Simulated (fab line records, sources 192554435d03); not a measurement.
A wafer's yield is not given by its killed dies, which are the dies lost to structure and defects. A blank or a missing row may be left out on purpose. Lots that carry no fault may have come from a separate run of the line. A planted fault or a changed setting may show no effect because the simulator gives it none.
fab line records || flow n5-finfet
record: {"lots": 7, "wafers": 21}
route steps=1938 shown BEOL_M15@1779 PASSIVATION@1921
start-h: the number of hours between the record's first day and the start of the first shown wafer of the lot || wait-h: hours elapsed since this lot's preceding step || " the same as in the row above || L1.1+2: one row covering several wafers at once || - no value, or no start was given || * or withheld: withheld || < > ~ a bound
route shown NAME@n: NAME is a module with steps in the file, n the number in the route of the first one || usual: the fault-free wafers' mean and standard deviation || same: alike in all rows || chamber/n: place in a boat || sites: per-site readings || _std_site: their standard deviation || _edge_site: the outer-site mean with the inner-site mean subtracted || radius-mm: for every site, how far away it sits from the centre of the wafer || mask NAME#n: copy n || behind: the tool/chamber that last shaped the wafer || hold: cause of the lot's hold/its duration in hours/its outcome || device: the transistor (n, p or np) that didn't switch || end of line: the tests these same wafers got at the end of their route || a step with no rows: only its recipe || killed: count of dies lost to structure and defects at first sort (not the wafer's yield) || map: dies across one wafer; x = killed, . = not, _ = none there
set.NAME: the setting as run; set.NAME@STEP: as run at that earlier step || model.NAME: the simulator's own value behind a step, which no gauge read
one table per step and one row per wafer, for lots whose settings were changed on purpose
== steps ==
step: N5_BEOL_M15_EXPOSE_07
recipe: {"mask-id": "V14", "na": 0.8, "source-shape": "annular", "sigma-inner": 0.5, "sigma-outer": 0.8, "polarization": "unpolarized", "attpsm-phase-deg": 180, "dose-mj": 41.25}
{"lot.wafer": "L079.1+2", "tool": "krf-scanner-01", "chamber": 0, "start-h": 277.60, "wait-h": "-", "mask": "V14#0", "set.dose-mj": 43.02}
{"lot.wafer": "L079.6", "tool": "krf-scanner-01", "chamber": 0, "start-h": 277.60, "wait-h": "-", "mask": "V14#0", "set.dose-mj": 41.25}
{"lot.wafer": "L084.1+2+5", "tool": "krf-scanner-01", "chamber": 0, "start-h": 296.43, "wait-h": "-", "mask": "V14#0", "set.dose-mj": 41.25}
{"lot.wafer": "L085.3+4", "tool": "krf-scanner-01", "chamber": 0, "start-h": 299.94, "wait-h": "-", "mask": "V14#0", "set.dose-mj": 42.07}
{"lot.wafer": "L085.6", "tool": "krf-scanner-01", "chamber": 0, "start-h": 299.94, "wait-h": "-", "mask": "V14#0", "set.dose-mj": 41.25}
{"lot.wafer": "L086.1+3+6", "tool": "krf-scanner-01", "chamber": 0, "start-h": 304.76, "wait-h": "-", "mask": "V14#0", "set.dose-mj": 41.25}
{"lot.wafer": "L089.1+2+4", "tool": "krf-scanner-02", "chamber": 0, "start-h": 324.99, "wait-h": "-", "mask": "V14#0", "set.dose-mj": 41.25}
{"lot.wafer": "L090.1", "tool": "krf-scanner-01", "chamber": 0, "start-h": 342.99, "wait-h": "-", "mask": "V14#0", "set.dose-mj": 41.25}
{"lot.wafer": "L090.4+5", "tool": "krf-scanner-01", "chamber": 0, "start-h": 342.99, "wait-h": "-", "mask": "V14#0", "set.dose-mj": 39.76}
{"lot.wafer": "L094.1", "tool": "krf-scanner-02", "chamber": 0, "start-h": 367.67, "wait-h": "-", "mask": "V14#0", "set.dose-mj": 42.09}
{"lot.wafer": "L094.3+6", "tool": "krf-scanner-02", "chamber": 0, "start-h": 367.67, "wait-h": "-", "mask": "V14#0", "set.dose-mj": 41.25}
step: N5_BEOL_M15_PEB_08
recipe: {"peb-temp-c": 130, "peb-time-s": 90}
step: N5_BEOL_M15_DEVELOP_09
recipe: {"develop-time-s": 45, "rinse-liquid": "diw", "dry": "air-spin", "dev-temp-c": 21}
step: N5_BEOL_M15_DESCUM_15
recipe: {"chemistry": "O2", "time-s": 7.9, "source-power-w": 50, "bias-power-w": 20, "pressure-mtorr": 20, "rf-frequency-hz": 2.712e+07, "temp-c": 40, "o2-flow-sccm": 225}
step: N5_BEOL_M15_ETCH_59
recipe: {"chemistry": "N2/H2", "target": "BARC", "target-depth-a": 890, "overetch-a": 267, "time-s": 67.9, "ion-energy-ev": 200, "pressure-mtorr": 30, "source-w": 840, "bias-w": 150, "n2-flow-sccm": 200, "h2-flow-sccm": 200}
step: N5_BEOL_M15_VIA_ETCH_16
recipe: {"chemistry": "C4F8/O2/Ar", "target": "SiO2", "he-inner-torr": 15, "he-outer-torr": 30, "target-depth-a": 17922, "time-s": "withheld", "ion-energy-ev": 800, "pressure-mtorr": 20, "source-w": 1905, "bias-w": 2040, "Ar_flow_sccm": 400, "C4F8_flow_sccm": 16, "O2_flow_sccm": 12, "ends": "cleared"}
{"lot.wafer": "L079.1", "tool": "rie-diel-03", "chamber": 1, "start-h": 277.94, "wait-h": 0.0, "set.time-s@BEOL_M15_ILD_DEP_00": "*", "model.etch.depth-nm": 1621, "model.coat_of_BEOL_M15_COAT_04.thk-nm": 349.6}
{"lot.wafer": "L079.2", "tool": "rie-diel-03", "chamber": 3, "start-h": 277.94, "wait-h": 0.0, "set.time-s@BEOL_M15_ILD_DEP_00": "*", "model.etch.depth-nm": 1630, "model.coat_of_BEOL_M15_COAT_04.thk-nm": 334.2}
{"lot.wafer": "L079.6", "tool": "rie-diel-03", "chamber": 1, "start-h": 277.94, "wait-h": 0.0, "set.time-s@BEOL_M15_ILD_DEP_00": "*", "model.etch.depth-nm": 1679, "model.coat_of_BEOL_M15_COAT_04.thk-nm": 335.4}
{"lot.wafer": "L084.1", "tool": "rie-diel-06", "chamber": 2, "start-h": 296.82, "wait-h": 0.1, "set.time-s@BEOL_M15_ILD_DEP_00": "*", "model.etch.depth-nm": 1623, "model.coat_of_BEOL_M15_COAT_04.thk-nm": 329.2}
{"lot.wafer": "L084.2", "tool": "rie-diel-06", "chamber": 1, "start-h": 296.82, "wait-h": 0.1, "set.time-s@BEOL_M15_ILD_DEP_00": "*", "model.etch.depth-nm": 1622, "model.coat_of_BEOL_M15_COAT_04.thk-nm": 329.2}
{"lot.wafer": "L084.5", "tool": "rie-diel-06", "chamber": 1, "start-h": 296.82, "wait-h": 0.1, "set.time-s@BEOL_M15_ILD_DEP_00": "*", "model.etch.depth-nm": 1646, "model.coat_of_BEOL_M15_COAT_04.thk-nm": 322.4}
{"lot.wafer": "L085.3", "tool": "rie-diel-02", "chamber": 1, "start-h": 300.27, "wait-h": 0.0, "set.time-s@BEOL_M15_ILD_DEP_00": "*", "model.etch.depth-nm": 1618, "model.coat_of_BEOL_M15_COAT_04.thk-nm": 340.2}
{"lot.wafer": "L085.4", "tool": "rie-diel-02", "chamber": 1, "start-h": 300.27, "wait-h": 0.0, "set.time-s@BEOL_M15_ILD_DEP_00": "*", "model.etch.depth-nm": 1643, "model.coat_of_BEOL_M15_COAT_04.thk-nm": 334.6}
{"lot.wafer": "L085.6", "tool": "rie-diel-02", "chamber": 0, "start-h": 300.27, "wait-h": 0.0, "set.time-s@BEOL_M15_ILD_DEP_00": "*", "model.etch.depth-nm": 1403, "model.coat_of_BEOL_M15_COAT_04.thk-nm": 391.2}
{"lot.wafer": "L086.1", "tool": "rie-diel-02", "chamber": 0, "start-h": 305.15, "wait-h": 0.1, "set.time-s@BEOL_M15_ILD_DEP_00": "*", "model.etch.depth-nm": 1841, "model.coat_of_BEOL_M15_COAT_04.thk-nm": 287.2}
{"lot.wafer": "L086.3", "tool": "rie-diel-02", "chamber": 2, "start-h": 305.15, "wait-h": 0.1, "set.time-s@BEOL_M15_ILD_DEP_00": "*", "model.etch.depth-nm": 1604, "model.coat_of_BEOL_M15_COAT_04.thk-nm": 344.2}
{"lot.wafer": "L086.6", "tool": "rie-diel-02", "chamber": 0, "start-h": 305.15, "wait-h": 0.1, "set.time-s@BEOL_M15_ILD_DEP_00": "*", "model.etch.depth-nm": 1652, "model.coat_of_BEOL_M15_COAT_04.thk-nm": 333.2}
{"lot.wafer": "L089.1", "tool": "rie-diel-03", "chamber": 2, "start-h": 325.33, "wait-h": 0.0, "set.time-s@BEOL_M15_ILD_DEP_00": "*", "model.etch.depth-nm": 1629, "model.coat_of_BEOL_M15_COAT_04.thk-nm": 332.6}
{"lot.wafer": "L089.2", "tool": "rie-diel-03", "chamber": 3, "start-h": 325.33, "wait-h": 0.0, "set.time-s@BEOL_M15_ILD_DEP_00": "*", "model.etch.depth-nm": 1637, "model.coat_of_BEOL_M15_COAT_04.thk-nm": 333.6}
{"lot.wafer": "L089.4", "tool": "rie-diel-03", "chamber": 0, "start-h": 325.33, "wait-h": 0.0, "set.time-s@BEOL_M15_ILD_DEP_00": "*", "model.etch.depth-nm": 1645, "model.coat_of_BEOL_M15_COAT_04.thk-nm": 325.6}
{"lot.wafer": "L090.1", "tool": "rie-diel-03", "chamber": 1, "start-h": 343.34, "wait-h": 0.0, "set.time-s@BEOL_M15_ILD_DEP_00": "*", "model.etch.depth-nm": 1594, "model.coat_of_BEOL_M15_COAT_04.thk-nm": 350}
{"lot.wafer": "L090.4", "tool": "rie-diel-03", "chamber": 0, "start-h": 343.34, "wait-h": 0.0, "set.time-s@BEOL_M15_ILD_DEP_00": "*", "model.etch.depth-nm": 1668, "model.coat_of_BEOL_M15_COAT_04.thk-nm": 315.4}
{"lot.wafer": "L090.5", "tool": "rie-diel-03", "chamber": 0, "start-h": 343.34, "wait-h": 0.0, "set.time-s@BEOL_M15_ILD_DEP_00": "*", "model.etch.depth-nm": 1398, "model.coat_of_BEOL_M15_COAT_04.thk-nm": 381.8}
{"lot.wafer": "L094.1", "tool": "rie-diel-06", "chamber": 1, "start-h": 368.24, "wait-h": 0.0, "set.time-s@BEOL_M15_ILD_DEP_00": "*", "model.etch.depth-nm": 1630, "model.coat_of_BEOL_M15_COAT_04.thk-nm": 324.8}
{"lot.wafer": "L094.3", "tool": "rie-diel-06", "chamber": 2, "start-h": 368.24, "wait-h": 0.0, "set.time-s@BEOL_M15_ILD_DEP_00": "*", "model.etch.depth-nm": 1590, "model.coat_of_BEOL_M15_COAT_04.thk-nm": 336.6}
{"lot.wafer": "L094.6", "tool": "rie-diel-06", "chamber": 3, "start-h": 368.24, "wait-h": 0.0, "set.time-s@BEOL_M15_ILD_DEP_00": "*", "model.etch.depth-nm": 1630, "model.coat_of_BEOL_M15_COAT_04.thk-nm": 325.6}
step: N5_PASSIVATION_EXPOSE_41
recipe: {"mask-id": "PASS_OPEN", "na": 0.55, "defocus-nm": 0, "source-shape": "conventional", "sigma-outer": 0.8, "polarization": "unpolarized", "target-cd-nm": 40000, "dose-mj": 57.25}
{"lot.wafer": "L079.1", "tool": "krf-scanner-02", "chamber": 0, "start-h": 294.14, "wait-h": "-", "mask": "PASS_OPEN#0", "set.dose-mj": 57.25}
{"lot.wafer": "L079.2+6", "tool": "krf-scanner-02", "chamber": 0, "start-h": 294.14, "wait-h": "-", "mask": "PASS_OPEN#0", "set.dose-mj": 53.1}
{"lot.wafer": "L084.1+2+5", "tool": "krf-scanner-02", "chamber": 0, "start-h": 316.41, "wait-h": "-", "mask": "PASS_OPEN#0", "set.dose-mj": 57.25}
{"lot.wafer": "L086.1+3+6", "tool": "krf-scanner-02", "chamber": 0, "start-h": 320.53, "wait-h": "-", "mask": "PASS_OPEN#0", "set.dose-mj": 57.25}
{"lot.wafer": "L085.3+6", "tool": "krf-scanner-02", "chamber": 0, "start-h": 320.87, "wait-h": "-", "mask": "PASS_OPEN#0", "set.dose-mj": 57.25}
{"lot.wafer": "L085.4", "tool": "krf-scanner-02", "chamber": 0, "start-h": 320.87, "wait-h": "-", "mask": "PASS_OPEN#0", "set.dose-mj": 58.75}
{"lot.wafer": "L089.1", "tool": "krf-scanner-02", "chamber": 0, "start-h": 340.48, "wait-h": "-", "mask": "PASS_OPEN#0", "set.dose-mj": 57.25}
{"lot.wafer": "L089.2+4", "tool": "krf-scanner-02", "chamber": 0, "start-h": 340.48, "wait-h": "-", "mask": "PASS_OPEN#0", "set.dose-mj": 58.98}
{"lot.wafer": "L090.1+4", "tool": "krf-scanner-01", "chamber": 0, "start-h": 359.39, "wait-h": "-", "mask": "PASS_OPEN#0", "set.dose-mj": 60.52}
{"lot.wafer": "L090.5", "tool": "krf-scanner-01", "chamber": 0, "start-h": 359.39, "wait-h": "-", "mask": "PASS_OPEN#0", "set.dose-mj": 57.25}
{"lot.wafer": "L094.1+3+6", "tool": "krf-scanner-01", "chamber": 0, "start-h": 387.36, "wait-h": "-", "mask": "PASS_OPEN#0", "set.dose-mj": 57.25}
step: N5_PASSIVATION_PEB_42
recipe: {"peb-temp-c": "withheld", "peb-time-s": "*"}
step: N5_PASSIVATION_DEVELOP_43
recipe: {"develop-time-s": 60, "rinse-liquid": "diw", "dry": "air-spin", "dev-temp-c": 21}
step: N5_PASSIVATION_HARDBAKE_45
recipe: {"temp-c": 130, "time-s": 120}
step: N5_PASSIVATION_CD_MEAS_44
recipe: {"target-cd-nm": 40000, "landing-energy-ev": 500, "detector": "se-inlens"}
usual: {"cd-nm": "40003/4.5"}
{"lot.wafer": "L079.1", "tool": "cd-sem-03", "chamber": 0, "start-h": 294.32, "wait-h": "-", "set.dose-mj@PASSIVATION_EXPOSE_41": 57.25, "cd-nm": 40006}
{"lot.wafer": "L079.2", "tool": "cd-sem-03", "chamber": 0, "start-h": 294.32, "wait-h": "-", "set.dose-mj@PASSIVATION_EXPOSE_41": 53.1, "cd-nm": 39979}
{"lot.wafer": "L079.6", "tool": "cd-sem-03", "chamber": 0, "start-h": 294.32, "wait-h": "-", "set.dose-mj@PASSIVATION_EXPOSE_41": 53.1, "cd-nm": 39979}
{"lot.wafer": "L084.1", "tool": "cd-sem-02", "chamber": 0, "start-h": 316.59, "wait-h": "-", "set.dose-mj@PASSIVATION_EXPOSE_41": 57.25, "cd-nm": 40005}
{"lot.wafer": "L084.2", "tool": "cd-sem-02", "chamber": 0, "start-h": 316.59, "wait-h": "-", "set.dose-mj@PASSIVATION_EXPOSE_41": 57.25, "cd-nm": 40004}
{"lot.wafer": "L084.5", "tool": "cd-sem-02", "chamber": 0, "start-h": 316.59, "wait-h": "-", "set.dose-mj@PASSIVATION_EXPOSE_41": 57.25, "cd-nm": 40001}
{"lot.wafer": "L086.1", "tool": "cd-sem-03", "chamber": 0, "start-h": 320.71, "wait-h": "-", "set.dose-mj@PASSIVATION_EXPOSE_41": 57.25, "cd-nm": 40003}
{"lot.wafer": "L086.3", "tool": "cd-sem-03", "chamber": 0, "start-h": 320.71, "wait-h": "-", "set.dose-mj@PASSIVATION_EXPOSE_41": 57.25, "cd-nm": 40005}
{"lot.wafer": "L086.6", "tool": "cd-sem-03", "chamber": 0, "start-h": 320.71, "wait-h": "-", "set.dose-mj@PASSIVATION_EXPOSE_41": 57.25, "cd-nm": 40012}
{"lot.wafer": "L085.3", "tool": "cd-sem-02", "chamber": 0, "start-h": 321.04, "wait-h": "-", "set.dose-mj@PASSIVATION_EXPOSE_41": 57.25, "cd-nm": 39999}
{"lot.wafer": "L085.4", "tool": "cd-sem-02", "chamber": 0, "start-h": 321.04, "wait-h": "-", "set.dose-mj@PASSIVATION_EXPOSE_41": 58.75, "cd-nm": 40017}
{"lot.wafer": "L085.6", "tool": "cd-sem-02", "chamber": 0, "start-h": 321.04, "wait-h": "-", "set.dose-mj@PASSIVATION_EXPOSE_41": 57.25, "cd-nm": 40008}
{"lot.wafer": "L089.1", "tool": "cd-sem-03", "chamber": 0, "start-h": 340.66, "wait-h": "-", "set.dose-mj@PASSIVATION_EXPOSE_41": 57.25, "cd-nm": 40006}
{"lot.wafer": "L089.2", "tool": "cd-sem-03", "chamber": 0, "start-h": 340.66, "wait-h": "-", "set.dose-mj@PASSIVATION_EXPOSE_41": 58.98, "cd-nm": 40017}
{"lot.wafer": "L089.4", "tool": "cd-sem-03", "chamber": 0, "start-h": 340.66, "wait-h": "-", "set.dose-mj@PASSIVATION_EXPOSE_41": 58.98, "cd-nm": 40009}
{"lot.wafer": "L090.1", "tool": "cd-sem-03", "chamber": 0, "start-h": 359.57, "wait-h": "-", "set.dose-mj@PASSIVATION_EXPOSE_41": 60.52, "cd-nm": 40019}
{"lot.wafer": "L090.4", "tool": "cd-sem-03", "chamber": 0, "start-h": 359.57, "wait-h": "-", "set.dose-mj@PASSIVATION_EXPOSE_41": 60.52, "cd-nm": 40029}
{"lot.wafer": "L090.5", "tool": "cd-sem-03", "chamber": 0, "start-h": 359.57, "wait-h": "-", "set.dose-mj@PASSIVATION_EXPOSE_41": 57.25, "cd-nm": 40000}
{"lot.wafer": "L094.1", "tool": "cd-sem-02", "chamber": 0, "start-h": 387.54, "wait-h": "-", "set.dose-mj@PASSIVATION_EXPOSE_41": 57.25, "cd-nm": 40011}
{"lot.wafer": "L094.3", "tool": "cd-sem-02", "chamber": 0, "start-h": 387.54, "wait-h": "-", "set.dose-mj@PASSIVATION_EXPOSE_41": 57.25, "cd-nm": 40001}
{"lot.wafer": "L094.6", "tool": "cd-sem-02", "chamber": 0, "start-h": 387.54, "wait-h": "-", "set.dose-mj@PASSIVATION_EXPOSE_41": 57.25, "cd-nm": 40004}
== key ==
split: {"step": "N5_BEOL_M15_EXPOSE_07", "setting": "dose-mj", "stated": 41.25, "by": "wafer"}
response none clear
split: {"step": "N5_PASSIVATION_EXPOSE_41", "setting": "dose-mj", "stated": 57.25, "by": "wafer"}
response: {"step": "N5_PASSIVATION_CD_MEAS_44", "reading": "cd-nm", "change": "+3.81", "per": "1%", "r": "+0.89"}
split outside-this-file step=N5_BEOL_M15_ILD_DEP_00 setting=time-s
split outside-this-file: this setting was split too, and the file shows its column; the key of that split is in another file
